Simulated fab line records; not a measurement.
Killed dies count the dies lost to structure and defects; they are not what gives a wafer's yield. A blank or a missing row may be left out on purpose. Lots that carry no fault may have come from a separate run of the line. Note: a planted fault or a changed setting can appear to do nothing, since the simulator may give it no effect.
Tool commonality check | flow nand-harc | 13 lots and 39 wafers in the sample

## WHY THIS WAS OPENED
At NHARC_A_CONTACT_INSPECT_44 the reading raw-defect-count is flagged on 2 of 13 lots. Fault-free wafers read 71, with a standard deviation of 40.
Rule: a lot is flagged when every wafer of it that has a number lies more than 4 standard deviations from that mean, or none has a number. The rest of the lots are taken to be sound.

lot  | measured     | on                | raw-defect-count, wafer by wafer | flag
L617 | day 22 04:33 | defect-inspect-02 | 64 60 68                         |
L618 | day 22 04:43 | defect-inspect-01 | 64 58 66                         |
L615 | day 22 04:53 | defect-inspect-02 | 17 29 31                         |
L619 | day 23 08:08 | defect-inspect-01 | 110 116 108                      |
L625 | day 25 22:58 | defect-inspect-02 | 753 772 707                      | FLAGGED
L628 | day 26 08:16 | defect-inspect-01 | 648 642 736                      | FLAGGED
L632 | day 28 14:53 | defect-inspect-01 | 40 37 38                         |
L635 | day 29 14:03 | defect-inspect-02 | 106 104 131                      |
L633 | day 29 14:13 | defect-inspect-01 | 24 39 29                         |
L634 | day 29 19:32 | defect-inspect-01 | 30 32 31                         |
L636 | day 30 14:46 | defect-inspect-02 | 65 69 57                         |
L637 | day 30 16:04 | defect-inspect-01 | 91 86 72                         |
L638 | day 31 00:31 | defect-inspect-02 | 56 61 70                         |
The numbers of the flagged lots are 710 on average: +639 against the usual, or +16 standard deviations.

## EACH LOT AND THE TOOL IT RAN ON
The record keeps 1 process step preceding the reading, out of 1302 steps on the route. In each cell: the tool, then ch and the chambers that the sampled wafers went through, then the start.
lot  | flag    | NHARC_A_CONTACT_DEP_29
L617 |         | pecvd-02 ch 0,1, day 22 03:42
L618 |         | pecvd-02 ch 1,2, day 22 03:52
L615 |         | pecvd-02 ch 0,1,2, day 22 04:06
L619 |         | pecvd-03 ch 0,2, day 23 07:17
L625 | FLAGGED | pecvd-01 ch 0,1, day 25 22:07
L628 | FLAGGED | pecvd-01 ch 0,1,2, day 26 07:28
L632 |         | pecvd-02 ch 0,2, day 28 14:06
L635 |         | pecvd-02 ch 0,2, day 29 13:07
L633 |         | pecvd-03 ch 0,1, day 29 13:23
L634 |         | pecvd-02 ch 1,2, day 29 18:43
L636 |         | pecvd-03 ch 1,2, day 30 14:04
L637 |         | pecvd-01 ch 1,2, day 30 15:13
L638 |         | pecvd-01 ch 1,2, day 30 23:40
What is done by these steps:
- NHARC_A_CONTACT_DEP_29: deposits SiON, target thk 100 nm.
- NHARC_A_CONTACT_INSPECT_44

## FLAGGED AGAINST TOTAL, ONE TOOL AT A TIME (gauges that did the reading follow at the end)
step                       | tool              | lots run | flagged | share of the flagged lots | sound lots run after its first flagged lot
NHARC_A_CONTACT_DEP_29     | pecvd-01          | 4        | 2       | all                       | 2 (L637,L638)
NHARC_A_CONTACT_DEP_29     | pecvd-02          | 6        | 0       | none                      | -
NHARC_A_CONTACT_DEP_29     | pecvd-03          | 3        | 0       | none                      | -
NHARC_A_CONTACT_INSPECT_44 | defect-inspect-01 | 7        | 1       | some                      | 4 (L632,L633,L634,L637)
NHARC_A_CONTACT_INSPECT_44 | defect-inspect-02 | 6        | 1       | some                      | 3 (L635,L636,L638)

## WHAT IS ALLOWED BY THE TABLE
1 row of the table ran every flagged lot: pecvd-01 at NHARC_A_CONTACT_DEP_29.
- pecvd-01 at NHARC_A_CONTACT_DEP_29 ran 4 lots, 2 of them flagged. Sound lots followed the first flagged one (L637, L638) on it, something a lasting fault affecting the whole tool could not allow.
No row of the table ran every flagged lot and no sound lot after the first.

## WHAT WAS PUT IN BY THE SIMULATOR
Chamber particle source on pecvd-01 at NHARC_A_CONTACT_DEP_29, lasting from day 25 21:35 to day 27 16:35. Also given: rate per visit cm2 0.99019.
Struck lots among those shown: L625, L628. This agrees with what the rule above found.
